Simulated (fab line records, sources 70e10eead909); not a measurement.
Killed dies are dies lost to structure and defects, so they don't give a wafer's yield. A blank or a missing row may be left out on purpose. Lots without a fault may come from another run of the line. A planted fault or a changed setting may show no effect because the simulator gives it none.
Which tool did it? | flow nand_harc | 6 lots, 18 wafers sampled, at 5 steps of a route of 1302

WHAT THE GAUGES READ, wafer by wafer
NHARC_END_SORT_01.
lot  | measured     | on        | killed_at_array
L697 | day 31 15:32 | prober-02 | 80 673 91

WHICH TOOL RAN EACH LOT (tool, then ch and the chambers of the sampled wafers, then the start)
lot  | NHARC_A_WL_FILL_RTA_01           | NHARC_A_WL_FILL_ALD_02              | NHARC_A_WL_FILL_ETCHBACK_04       | NHARC_A_WL_FILL_STRIP_27
L683 | rtp_anneal-01 ch 0, day 20 19:46 | ald_metal-01 ch 0,1,3, day 20 20:01 | rie_metal-03 ch 0, day 20 20:54   | plasma_asher-01 ch 0,1, day 20 21:25
L686 | rtp_anneal-01 ch 0, day 22 06:23 | ald_metal-04 ch 0,2,3, day 22 06:37 | rie_metal-02 ch 0,1, day 22 07:28 | plasma_asher-02 ch 0,1, day 22 07:49
L688 | rtp_anneal-02 ch 0, day 22 22:38 | ald_metal-02 ch 0,2,3, day 22 23:02 | rie_metal-02 ch 0,1, day 22 23:50 | plasma_asher-01 ch 0,1, day 23 00:13
L690 | rtp_anneal-01 ch 0, day 24 03:05 | ald_metal-01 ch 0,1,3, day 24 03:22 | rie_metal-01 ch 0,1, day 24 04:06 | plasma_asher-01 ch 0,1, day 24 04:30
L697 | rtp_anneal-01 ch 0, day 27 10:17 | ald_metal-02 ch 0,3, day 27 10:30   | rie_metal-03 ch 0,1, day 27 11:19 | plasma_asher-02 ch 0,1, day 27 11:47
L702 | rtp_anneal-01 ch 0, day 28 21:56 | ald_metal-02 ch 0,1, day 28 22:08   | rie_metal-01 ch 0,1, day 28 22:58 | plasma_asher-01 ch 0,1, day 28 23:20
- NHARC_A_WL_FILL_RTA_01: time 5 s.
- NHARC_A_WL_FILL_ALD_02: deposits TiN, target thk 2 nm, pulse time 3 s, ald cycles 100.
- NHARC_A_WL_FILL_ETCHBACK_04: etches the open film in NF3, target depth 60 nm, time 120 s.
- NHARC_A_WL_FILL_STRIP_27: strips in N2/H2, time 20 s.

THE ANSWER, worked out from the rows above alone
Rule: what is usual is taken from the lots themselves. Put in order of their means at a reading, lots are off if they are a third of the lots or fewer, leave a main group of 4 or more, and stand apart from it by a gap of 3 or more times the standard deviation of the main group's means; of several such gaps the widest counts. A main group whose means are all the same, to the digits that the tables above print for the reading, isn't used. A lot without any number at a reading at which 4 lots or more have one is off too. The other lots that the step has rows for count as sound.
No lot is off at any reading shown: from this, nothing can be told.

WHAT THE SIMULATOR HAD PUT IN
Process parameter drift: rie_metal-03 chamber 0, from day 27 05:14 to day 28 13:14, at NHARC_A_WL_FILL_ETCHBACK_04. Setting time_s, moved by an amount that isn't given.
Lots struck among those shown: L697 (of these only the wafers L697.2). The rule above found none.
